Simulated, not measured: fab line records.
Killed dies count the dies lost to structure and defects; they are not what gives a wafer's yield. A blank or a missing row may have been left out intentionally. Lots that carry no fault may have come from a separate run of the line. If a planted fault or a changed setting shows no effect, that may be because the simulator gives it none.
fab line records -- flow n5-finfet
record lots=12, wafers=36, last-day=18
route steps=1938 shown BEOL_M9@1458 BEOL_M10@1471 PASSIVATION@1936
lots that met no fault: taken from a fault-free run of the same line
start-h: start of the lot's first displayed wafer, in hours after the record's first day -- wait-h: hours from the lot's prior step to this one -- " the same as in the row above -- L1.1+2: a single row standing in for several wafers -- - no value present, or no start provided -- * or withheld: withheld -- < > ~ a bound
route shown NAME@n: names a module that has steps shown in the file, with the first one's number in the route -- usual: the fault-free wafers' mean and standard deviation -- same: alike in all rows -- chamber/n: place in a boat -- sites: each site's reading -- _std_site: standard deviation across them -- _edge_site: mean of outer sites minus mean of inner sites -- radius-mm: how far each site lies from the wafer's centre -- mask NAME#n: copy n -- behind: the last tool/chamber to shape the wafer -- hold: why the lot went on hold/how many hours it stayed there/how the hold came to an end -- device: the transistor (n, p or np) that didn't switch -- end of line: tests run on the same wafers once the route is complete -- a step given without rows: its recipe and nothing more -- killed: count of dies lost to structure and defects at first sort (not the wafer's yield) -- map: a wafer's dies, marking killed ones x, the rest . and places with no die _
set.NAME: the setting that was run; set.NAME@STEP: the one run at that earlier step -- model.NAME: the simulator's own value behind a step, which no gauge read
one table for each step of the route and one row for each wafer, over a sample of lots
services: from which hour (start-h, from the record's first day; less than 0 if before it) a tool's chamber was out of use, for how many hours, and why
## steps
# step N5_BEOL_M9_ALD_74
# recipe material=TaN, target-thk-a=20, temp-c=275, ald-precursor-family=PDMAT, ald-co-reactant=NH3, pressure-torr=3, carrier-flow-sccm=1500, pulse-time-s=2, purge-time-s=3, co-reactant-purge-time-s=2, co-reactant-pulse-time-s=3, ald-cycles=40, precursor-vessel-temp-c=75, precursor-vessel-pressure-torr=26.25, precursor-vessel-carrier-sccm=1000
# usual heater-power-w=409/47
lot.wafer,tool,chamber,start-h,wait-h,heater-power-w
L281.2,ald-metal-03,1,229.11,0.0,384
L281.3,ald-metal-03,0,229.11,0.0,370
L281.6,ald-metal-03,0,229.11,0.0,377
L286.2,ald-metal-02,3,258.33,0.0,410
L286.3,ald-metal-02,0,258.33,0.0,432
L286.6,ald-metal-02,2,258.33,0.0,370
L285.1,ald-metal-02,2,258.81,0.0,357
L285.2,ald-metal-02,3,258.81,0.0,409
L285.5,ald-metal-02,0,258.81,0.0,425
L289.3,ald-metal-02,3,264.88,0.1,412
L289.5,ald-metal-02,3,264.88,0.1,431
L289.6,ald-metal-02,2,264.88,0.1,368
L287.2,ald-metal-04,1,265.27,0.1,442
L287.3,ald-metal-04,0,265.27,0.1,428
L287.5,ald-metal-04,3,265.27,0.1,489
L291.1,ald-metal-04,1,277.90,0.1,459
L291.4,ald-metal-04,0,277.90,0.1,418
L291.5,ald-metal-04,3,277.90,0.1,486
L295.3,ald-metal-03,1,300.98,0.1,392
L295.5,ald-metal-03,1,300.98,0.1,393
L295.6,ald-metal-03,2,300.98,0.1,325
L296.1,ald-metal-03,0,310.13,0.0,374
L296.2,ald-metal-03,1,310.13,0.0,392
L296.3,ald-metal-03,3,310.13,0.0,401
L302.2,ald-metal-03,3,341.78,0.0,395
L302.3,ald-metal-03,2,341.78,0.0,321
L302.6,ald-metal-03,2,341.78,0.0,317
L300.1,ald-metal-03,0,344.46,0.1,366
L300.3,ald-metal-03,1,344.46,0.1,396
L300.5,ald-metal-03,1,344.46,0.1,386
L303.1,ald-metal-04,3,351.74,0.0,486
L303.3,ald-metal-04,1,351.74,0.0,431
L303.4,ald-metal-04,0,351.74,0.0,395
L304.3,ald-metal-02,0,363.07,0.1,430
L304.5,ald-metal-02,1,363.07,0.1,416
L304.6,ald-metal-02,0,363.07,0.1,424
# step N5_BEOL_M9_PRE_CLEAN_55
# recipe gas=NH3, time-s=15, temp-c=withheld, rf-power-w=300
# usual rf-fwd-power-W=294.7/1.7
lot.wafer,tool,chamber,start-h,wait-h,rf-fwd-power-W
L281.2,pecvd-03,1,230.83,0.0,295.9
L281.3,pecvd-03,2,230.83,0.0,294.7
L281.6,pecvd-03,0,230.83,0.0,295.3
L286.2,pecvd-03,1,260.66,0.0,294.5
L286.3,pecvd-03,2,260.66,0.0,295.3
L286.6,pecvd-03,2,260.66,0.0,295.8
L285.1,pecvd-03,1,261.41,0.0,295.0
L285.2,pecvd-03,2,261.41,0.0,296.3
L285.5,pecvd-03,1,261.41,0.0,293.8
L289.3,pecvd-04,1,266.68,0.0,292.2
L289.5,pecvd-04,1,266.68,0.0,291.9
L289.6,pecvd-04,2,266.68,0.0,291.9
L287.2,pecvd-03,1,268.25,0.0,295.3
L287.3,pecvd-03,0,268.25,0.0,295.5
L287.5,pecvd-03,0,268.25,0.0,295.3
L291.1,pecvd-04,0,279.33,0.0,295.7
L291.4,pecvd-04,2,279.33,0.0,291.8
L291.5,pecvd-04,0,279.33,0.0,296.2
L295.3,pecvd-04,1,302.41,0.0,233.1
L295.5,pecvd-04,2,302.41,0.0,234.5
L295.6,pecvd-04,0,302.41,0.0,236.0
L296.1,pecvd-04,1,311.71,0.0,232.7
L296.2,pecvd-04,0,311.71,0.0,236.2
L296.3,pecvd-04,2,311.71,0.0,234.6
L302.2,pecvd-03,0,344.34,0.0,295.3
L302.3,pecvd-03,2,344.34,0.0,293.8
L302.6,pecvd-03,0,344.34,0.0,294.5
L300.1,pecvd-01,2,345.91,0.0,295.8
L300.3,pecvd-01,0,345.91,0.0,297.2
L300.5,pecvd-01,1,345.91,0.0,296.1
L303.1,pecvd-01,0,353.60,0.0,296.0
L303.3,pecvd-01,2,353.60,0.0,295.2
L303.4,pecvd-01,2,353.60,0.0,296.4
L304.3,pecvd-03,2,365.07,0.0,296.0
L304.5,pecvd-03,1,365.07,0.0,294.9
L304.6,pecvd-03,2,365.07,0.0,295.8
# step N5_BEOL_M10_CURE_71
# recipe temp-c=385, time-s=240, ambient=He/Ar, material=SiCOH_lowk
# usual lamp-power-pct=52.31/0.056, wafer_temp_C_max=386.7/0.45
lot.wafer,tool,chamber,start-h,wait-h,lamp-power-pct,wafer_temp_C_max
L281.2,uv-cure-01,0,231.15,0.1,52.34,387.3
L281.3,uv-cure-01,0,231.15,0.1,52.34,387.2
L281.6,uv-cure-01,0,231.15,0.1,52.27,387.5
L286.2,uv-cure-01,2,261.01,0.2,52.36,386.1
L286.3,uv-cure-01,2,261.01,0.2,52.26,386.9
L286.6,uv-cure-01,2,261.01,0.2,52.28,386.7
L285.1,uv-cure-01,0,261.65,0.0,52.30,386.7
L285.2,uv-cure-01,0,261.65,0.0,52.24,386.6
L285.5,uv-cure-01,0,261.65,0.0,52.34,387.3
L289.3,uv-cure-01,2,267.56,0.7,52.25,386.3
L289.5,uv-cure-01,2,267.56,0.7,52.36,386.3
L289.6,uv-cure-01,2,267.56,0.7,52.26,385.7
L287.2,uv-cure-02,0,268.57,0.1,52.34,386.5
L287.3,uv-cure-02,0,268.57,0.1,52.39,386.6
L287.5,uv-cure-02,0,268.57,0.1,52.25,386.3
L291.1,uv-cure-03,2,279.60,0.0,52.38,386.6
L291.4,uv-cure-03,2,279.60,0.0,52.30,386.3
L291.5,uv-cure-03,2,279.60,0.0,52.22,386.5
L295.3,uv-cure-01,0,302.81,0.2,52.41,387.2
L295.5,uv-cure-01,0,302.81,0.2,52.34,387.4
L295.6,uv-cure-01,0,302.81,0.2,52.32,387.9
L296.1,uv-cure-03,1,311.95,0.0,52.35,386.1
L296.2,uv-cure-03,1,311.95,0.0,52.27,386.7
L296.3,uv-cure-03,1,311.95,0.0,52.24,386.3
L302.2,uv-cure-01,1,344.69,0.1,52.27,387.1
L302.3,uv-cure-01,1,344.69,0.1,52.28,387.1
L302.6,uv-cure-01,1,344.69,0.1,52.29,386.7
L300.1,uv-cure-02,1,346.15,0.0,52.20,386.9
L300.3,uv-cure-02,1,346.15,0.0,52.36,386.8
L300.5,uv-cure-02,1,346.15,0.0,52.37,387.1
L303.1,uv-cure-02,2,353.84,0.0,52.34,386.8
L303.3,uv-cure-02,2,353.84,0.0,52.31,386.3
L303.4,uv-cure-02,2,353.84,0.0,52.21,386.2
L304.3,uv-cure-01,1,365.63,0.4,52.32,386.2
L304.5,uv-cure-01,1,365.63,0.4,52.32,386.5
L304.6,uv-cure-01,1,365.63,0.4,52.33,386.3
# step N5_BEOL_M10_PECVD_70
# recipe material=SiO2, target-thk-a=200, temp-c=400, precursor=TEOS/O2, pressure-torr=5.5, rf-w=450, teos-flow-sccm=53.8, gas=O2, flow-sccm=3000, time-s=22.7
# usual heater-power-w=701/100, showerhead-plenum-p-Torr=8.81/0.068, throttle-valve-pct=22.3/0.72
lot.wafer,tool,chamber,start-h,wait-h,heater-power-w,showerhead-plenum-p-Torr,throttle-valve-pct
L281.2,pecvd-01,1,231.62,0.0,821,8.84,22.4
L281.3,pecvd-01,0,231.62,0.0,665,8.78,23.0
L281.6,pecvd-01,1,231.62,0.0,823,8.87,21.7
L286.2,pecvd-01,2,261.48,0.0,694,8.72,22.1
L286.3,pecvd-01,0,261.48,0.0,584,8.80,23.0
L286.6,pecvd-01,0,261.48,0.0,585,8.77,23.0
L285.1,pecvd-02,2,262.20,0.0,687,8.92,21.4
L285.2,pecvd-02,0,262.20,0.0,677,8.85,23.6
L285.5,pecvd-02,2,262.20,0.0,680,8.88,21.3
L289.3,pecvd-03,2,268.91,0.0,623,8.74,21.5
L289.5,pecvd-03,0,268.91,0.0,608,8.85,23.0
L289.6,pecvd-03,1,268.91,0.0,800,8.80,21.7
L287.2,pecvd-03,0,269.04,0.0,643,8.87,22.9
L287.3,pecvd-03,2,269.04,0.0,597,8.74,21.3
L287.5,pecvd-03,2,269.04,0.0,601,8.72,21.4
L291.1,pecvd-01,2,280.63,0.0,694,8.70,22.0
L291.4,pecvd-01,0,280.63,0.0,601,8.76,23.1
L291.5,pecvd-01,2,280.63,0.0,727,8.73,22.0
L295.3,pecvd-01,1,303.20,0.0,941,8.84,22.1
L295.5,pecvd-01,1,303.20,0.0,928,8.85,22.2
L295.6,pecvd-01,2,303.20,0.0,667,8.72,22.1
L296.1,pecvd-03,2,312.51,0.0,589,8.76,21.5
L296.2,pecvd-03,1,312.51,0.0,770,8.74,21.9
L296.3,pecvd-03,0,312.51,0.0,627,8.86,23.1
L302.2,pecvd-01,1,345.16,0.0,889,8.85,22.1
L302.3,pecvd-01,0,345.16,0.0,610,8.76,23.1
L302.6,pecvd-01,2,345.16,0.0,696,8.69,22.3
L300.1,pecvd-03,2,346.70,0.0,582,8.75,21.6
L300.3,pecvd-03,0,346.70,0.0,595,8.88,22.9
L300.5,pecvd-03,2,346.70,0.0,594,8.73,21.7
L303.1,pecvd-01,1,354.39,0.0,843,8.84,21.9
L303.3,pecvd-01,2,354.39,0.0,662,8.72,22.3
L303.4,pecvd-01,0,354.39,0.0,599,8.78,22.5
L304.3,pecvd-03,0,366.34,0.0,642,8.87,22.9
L304.5,pecvd-03,1,366.34,0.0,830,8.78,21.9
L304.6,pecvd-03,2,366.34,0.0,635,8.73,21.4
# step N5_PASSIVATION_PROBE_49
# usual defect-limited-yield=91.3/1.4, killed_at_M0_to_M3=36/11, killed_at_M4_up=13/5.2, killed-at-contacts=13/6.5, killed-at-front-end=37/11, killed-at-other=3.6/2.9, killed-dies=103/17, killed-open=68/12, killed-short=33/7.3, sort_bin_4_leakage=0.01/0.039, sort_bin_5_function=5.2/0.91, sort_bin_6_memory=3.2/0.67, sort_bin_8_speed=0.00/0.0099, sort-n-pass=1077/17, sort-yield-pct=91.3/1.4
# same gross-dies=1180, killed-at-back-side=0
lot.wafer,tool,chamber,start-h,wait-h,defect-limited-yield[%],killed_at_M0_to_M3,killed_at_M4_up,killed-at-contacts,killed-at-front-end,killed-at-other,killed-dies,killed-open,killed-short,sort_bin_4_leakage[%],sort_bin_5_function[%],sort_bin_6_memory[%],sort_bin_8_speed[%],sort-n-pass,sort-yield-pct[%]
L296.1,prober-02,-,367.12,0.0,90.9,34,12,14,42,5,107,69,38,0,5.3,3.6,0,1073,90.9
L296.2,prober-02,-,367.17,0.1,89.8,47,12,13,46,2,120,85,33,0,5.7,4.1,0,1060,89.8
L296.3,prober-02,-,367.22,0.1,91.0,35,11,8,40,12,106,70,34,0,5.3,3.1,0,1074,91.0
L295.3,prober-01,-,367.20,0.1,88.1,46,38,22,31,4,141,91,47,0,7.0,4.7,0,1039,88.1
L295.5,prober-01,-,367.30,0.2,91.4,30,19,17,34,1,101,68,31,0,4.3,3.8,0,1079,91.4
# killed by level:class
L296.1 BEOL_M1:geometric-particle:open=11 STI_FIN_REVEAL:geometric-particle:open=9 MOL_CONTACT_COAG:geometric-particle:open=9 ILD0:geometric-particle:open=6 FIN_SAQP:geometric-particle:open=5 MOL_CONTACT_COAG:geometric-particle:short=5 BEOL_M0_SAQP:geometric-particle:open=5 GATE_CUT:geometric-particle:short=4
L296.2 BEOL_M1:geometric-particle:open=17 MOL_CONTACT_COAG:geometric-particle:open=12 FIN_SAQP:geometric-particle:open=10 BEOL_M0_SAQP:geometric-particle:short=10 FIN_SAQP:geometric-particle:short=9 STI_FIN_REVEAL:geometric-particle:open=6 BEOL_M0_SAQP:geometric-particle:open=6 GATE_CUT:geometric-particle:open=5
L295.3 BEOL_M4:geometric-particle:open=20 MOL_CONTACT_COAG:geometric-particle:open=20 BEOL_M0_SAQP:geometric-particle:short=13 BEOL_M0_SAQP:geometric-particle:open=12 STI_FIN_REVEAL:geometric-particle:open=7 FIN_SAQP:geometric-particle:short=6 BEOL_M1:geometric-particle:open=6 BEOL_M3:geometric-particle:open=6
L296.3 FIN_SAQP:geometric-particle:open=8 GATE_CUT:geometric-particle:open=7 BEOL_M2:geometric-particle:open=7 STI_FIN_REVEAL:geometric-particle:open=6 MOL_CONTACT_COAG:geometric-particle:open=5 BEOL_M0_SAQP:geometric-particle:open=5 BEOL_M3:geometric-particle:open=5 FIN_SAQP:geometric-particle:short=4
L295.5 MOL_CONTACT_COAG:geometric-particle:open=13 FIN_SAQP:geometric-particle:short=10 BEOL_M0_SAQP:geometric-particle:open=10 BEOL_M4:geometric-particle:open=10 BEOL_M0_SAQP:geometric-particle:short=9 ILD0:geometric-particle:open=7 BEOL_M2:geometric-particle:open=7 FIN_SAQP:geometric-particle:open=6
## services
tool,chamber,start-h,hours,kind
uv-cure-03,-,213.27,2.1,pm
ald-metal-02,-,216.21,2.8,pm
uv-cure-03,-,218.92,6.0,pm
ald-metal-02,-,224.08,0.3,repair
ald-metal-03,3,224.77,1.5,repair
pecvd-01,2,232.52,6.1,repair
pecvd-01,-,261.97,1.2,repair
uv-cure-02,-,263.93,0.6,repair
ald-metal-03,3,270.75,2.6,repair
pecvd-04,1,274.60,19.2,repair
uv-cure-03,-,282.75,1.0,pm
pecvd-03,1,283.41,2.1,scheduled-down
ald-metal-03,0,286.11,7.2,repair
uv-cure-02,-,296.25,4.3,repair
uv-cure-02,-,311.98,7.5,pm
pecvd-04,-,312.91,0.8,repair
pecvd-01,0,319.29,2.1,scheduled-down
ald-metal-02,3,327.12,4.1,repair
ald-metal-04,-,337.25,14.0,pm
ald-metal-04,0,337.25,14.0,vent-cycle
ald-metal-04,1,337.25,14.0,vent-cycle
ald-metal-04,2,337.25,14.0,vent-cycle
ald-metal-04,3,337.25,14.0,vent-cycle
pecvd-03,1,341.80,5.4,repair
## key
first-sign step=N5_BEOL_M9_PRE_CLEAN_55, reading=rf-fwd-power-W, direction=down, sigmas=36, usual=*, struck=*
effect none on later readings
met-at N5_BEOL_M9_PRE_CLEAN_55
struck-lots L295,L296
not-acting-at N5_BEOL_M9_ALD_74,N5_BEOL_M10_CURE_71,N5_BEOL_M10_PECVD_70
onset-between 279.33 302.41
fault kind=process-parameter-drift, tool=pecvd-04, chamber=-, onset-h=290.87, steps=N5_BEOL_M9_PRE_CLEAN_55, channel=rf-power-w, offset=*, shape=step, end-h=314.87, acts-in=*, stated=*
